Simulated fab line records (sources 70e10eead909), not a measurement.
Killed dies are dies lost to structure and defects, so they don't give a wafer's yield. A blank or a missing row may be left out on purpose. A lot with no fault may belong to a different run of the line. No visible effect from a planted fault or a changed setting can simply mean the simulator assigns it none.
Chamber matching || flow nandHarc || NHARC_A_STAIRCASE_DESCUM_11 on rieDiel-01: 4 sister chambers
The step chemistry O2, time 3 s. 7 wafers are shown with their chamber, then 7 later ones without.

## WAFERS WITH THEIR CHAMBER
{"wafer": "L649.6", "chamber": 2, "showerheadPlenumPTorr (Torr)": 1.78, "drypumpMotorCurrentA (A)": 6.3}
{"wafer": "L651.2", "chamber": 0, "showerheadPlenumPTorr (Torr)": 2.00, "drypumpMotorCurrentA (A)": 5.2}
{"wafer": "L651.4", "chamber": 2, "showerheadPlenumPTorr (Torr)": 1.78, "drypumpMotorCurrentA (A)": 6.2}
{"wafer": "L653.1", "chamber": 0, "showerheadPlenumPTorr (Torr)": 1.99, "drypumpMotorCurrentA (A)": 5.2}
{"wafer": "L653.5", "chamber": 3, "showerheadPlenumPTorr (Torr)": 1.99, "drypumpMotorCurrentA (A)": 5.7}
{"wafer": "L663.1", "chamber": 1, "showerheadPlenumPTorr (Torr)": 1.97, "drypumpMotorCurrentA (A)": 5.7}
{"wafer": "L663.3", "chamber": 3, "showerheadPlenumPTorr (Torr)": 1.98, "drypumpMotorCurrentA (A)": 5.6}

## WAFERS WITH NO CHAMBER GIVEN
{"wafer": "L663.6", "showerheadPlenumPTorr (Torr)": 1.98, "drypumpMotorCurrentA (A)": 5.6}
{"wafer": "L661.1", "showerheadPlenumPTorr (Torr)": 1.99, "drypumpMotorCurrentA (A)": 5.2}
{"wafer": "L661.3", "showerheadPlenumPTorr (Torr)": 1.78, "drypumpMotorCurrentA (A)": 6.3}
{"wafer": "L661.6", "showerheadPlenumPTorr (Torr)": 1.99, "drypumpMotorCurrentA (A)": 5.2}
{"wafer": "L666.1", "showerheadPlenumPTorr (Torr)": 1.96, "drypumpMotorCurrentA (A)": 5.7}
{"wafer": "L666.2", "showerheadPlenumPTorr (Torr)": 1.99, "drypumpMotorCurrentA (A)": 5.2}
{"wafer": "L666.4", "showerheadPlenumPTorr (Torr)": 1.77, "drypumpMotorCurrentA (A)": 6.2}

## WHICH CHAMBER EACH WENT THROUGH
{"wafer": "L663.6", "from the rows above": "can't be placed: 3 or 1", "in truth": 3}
{"wafer": "L661.1", "from the rows above": 0, "in truth": 0}
{"wafer": "L661.3", "from the rows above": 2, "in truth": 2}
{"wafer": "L661.6", "from the rows above": 0, "in truth": 0}
{"wafer": "L666.1", "from the rows above": 1, "in truth": 1}
{"wafer": "L666.2", "from the rows above": 0, "in truth": 0}
{"wafer": "L666.4", "from the rows above": 2, "in truth": 2}
Placed correctly: 6 of 7. Not placeable from these rows: 1 (in 1, the candidates include the true chamber). 0 placed wrongly.
How it was worked out, from the rows above alone: a wafer's distance from a chamber is the root of the sum, over the readings, of the square of ((its reading less the chamber's mean) divided by the reading's scatter). If the next closest chamber is less than 2 further off than the closest, the wafer can't be placed; otherwise it belongs to the closest. For every chamber, the mean is computed from those of its wafers that are shown. How the scatter is found: for the shown wafers, subtract from each reading the mean of its chamber, square and add these, divide the total by (wafers less chambers), then take the root.
